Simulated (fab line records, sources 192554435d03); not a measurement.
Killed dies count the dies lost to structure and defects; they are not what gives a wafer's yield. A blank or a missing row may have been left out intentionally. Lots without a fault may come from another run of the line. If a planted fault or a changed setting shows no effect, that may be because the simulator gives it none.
The same fault as seen by 2 desks / flow n5-finfet / every desk sees just its own numbers, and what lay behind them comes last

FOR THE TOOL OWNER'S DESK: arfi-scanner-01
The tool's own readings at N5_BEOL_M11_EXPOSE_25 (exposes mask V10): means of the sampled wafers that have a number, for each lot that ran on this tool. If a lot's mean is further than 4 standard deviations from the usual mean, the lot is out of limits and carries the mark OUT (the distance appears in the brackets).
Columns: A = exposure-dose-mJ-cm2 at N5_BEOL_M11_EXPOSE_25, usual 85.6
lot=L616; first seen here=day 10 13:05; A=86.5
lot=L621; first seen here=day 11 22:49; A=78.6 (-16) OUT
lot=L622; first seen here=day 12 07:16; A=80.2 (-13) OUT
This desk finds L621, L622 out of limits, L621 being first, at day 11 22:49 (exposure-dose-mJ-cm2 at N5_BEOL_M11_EXPOSE_25). In limits: L616.

FROM THE METROLOGY DESK
What the gauges read, lot by lot, whatever tool the lot ran on: means of the sampled wafers that have a number. If a lot's mean is further than 4 standard deviations from the usual mean, the lot is out of limits and carries the mark OUT (the distance appears in the brackets).
Columns: A = cd-nm at N5_BEOL_M11_CD_MEAS_18, usual 69.8 nm; B = cd-nm at N5_BEOL_M11_CD_MEAS_28, usual 69.9 nm
lot=L616; first seen here=day 10 12:43; A=69.8; B=69.2
lot=L621; first seen here=day 11 22:16; A=69.7; B=63.2 (-5.6) OUT
lot=L622; first seen here=day 12 05:44; A=69.3; B=62.6 (-6.1) OUT
lot=L628; first seen here=day 13 13:13; A=69.4; B=69.7
lot=L629; first seen here=day 13 19:48; A=70.2; B=70.0
lot=L630; first seen here=day 14 14:50; A=70.4; B=70.3
lot=L631; first seen here=day 14 14:58; A=70.5; B=71.6
lot=L634; first seen here=day 15 18:11; A=69.2; B=70.0
lot=L635; first seen here=day 15 23:44; A=70.1; B=69.8
lot=L637; first seen here=day 16 11:14; A=70.1; B=70.0
This desk finds L621, L622 out of limits, L621 being first, at day 11 22:57 (cd-nm at N5_BEOL_M11_CD_MEAS_28). In limits: L616, L628, L629, L630, L631, L634, L635, L637.

PUT TOGETHER
The tool owner's desk had the chance to raise an alarm at day 11 22:49 on L621, L622.
L621, L622 would have let the metrology desk raise an alarm at day 11 22:57.
The lots listed all ran N5_BEOL_M11_EXPOSE_25 on arfi-scanner-01.

WHAT THE SIMULATOR HAD INSERTED
Process parameter drift: arfi-scanner-01, from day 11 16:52 on, at N5_BEOL_M11_EXPOSE_25. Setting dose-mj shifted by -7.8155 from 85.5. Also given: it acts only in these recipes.
Struck lots among those shown: L621, L622.
Fault start to first reading out of limits, in hours, per desk: tool owner, 6; metrology, 6.
